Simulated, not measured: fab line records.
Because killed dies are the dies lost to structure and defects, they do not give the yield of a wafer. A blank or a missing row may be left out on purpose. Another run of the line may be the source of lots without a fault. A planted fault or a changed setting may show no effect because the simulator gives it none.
Matching of chambers | flow n5 finfet | ald metal-04 running N5_BEOL_M0_ALD_136: 4 sister chambers
The step deposits TaN, pulse time 2 s, purge time 3 s, co reactant purge time 2 s. 4 wafers are shown with their chamber, then 10 later ones without.

== WAFERS PAIRED WITH THEIR CHAMBERS ==
wafer  | chamber | heater power w (W)
L091.2 | 3       | 375
L091.5 | 1       | 438
L094.2 | 0       | 433
L094.3 | 2       | 381

== WAFERS MISSING THEIR CHAMBER ==
wafer  | heater power w (W)
L094.4 | 383
L095.1 | 435
L095.3 | 380
L095.5 | 438
L096.1 | 437
L096.3 | 390
L096.5 | 429
L097.2 | 382
L097.3 | 396
L097.5 | 389

== WHICH CHAMBER EACH WENT THROUGH ==
wafer  | from the rows above     | in truth
L094.4 | can't be placed: 2 or 3 | 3
L095.1 | can't be placed: 0 or 1 | 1
L095.3 | can't be placed: 2 or 3 | 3
L095.5 | can't be placed: 1 or 0 | 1
L096.1 | can't be placed: 1 or 0 | 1
L096.3 | can't be placed: 2 or 3 | 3
L096.5 | can't be placed: 0 or 1 | 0
L097.2 | can't be placed: 2 or 3 | 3
L097.3 | can't be placed: 2 or 3 | 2
L097.5 | can't be placed: 2 or 3 | 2
Correctly placed: 0 of 10. Unplaceable from these rows: 10, with the true chamber sitting among the candidates in 10. 0 placed wrongly.
How it was worked out, from the rows above alone: a wafer's distance from a chamber is the root of the sum, over the readings, of the square of ((its reading less the chamber's mean) divided by the reading's scatter). If the next closest chamber is less than 2 further off than the closest, the wafer can't be placed; otherwise it belongs to the closest. A chamber's mean is the mean of its shown wafers. The scatter: root of mean squared gap, hidden wafer to nearest shown wafer, with one shown wafer a chamber.
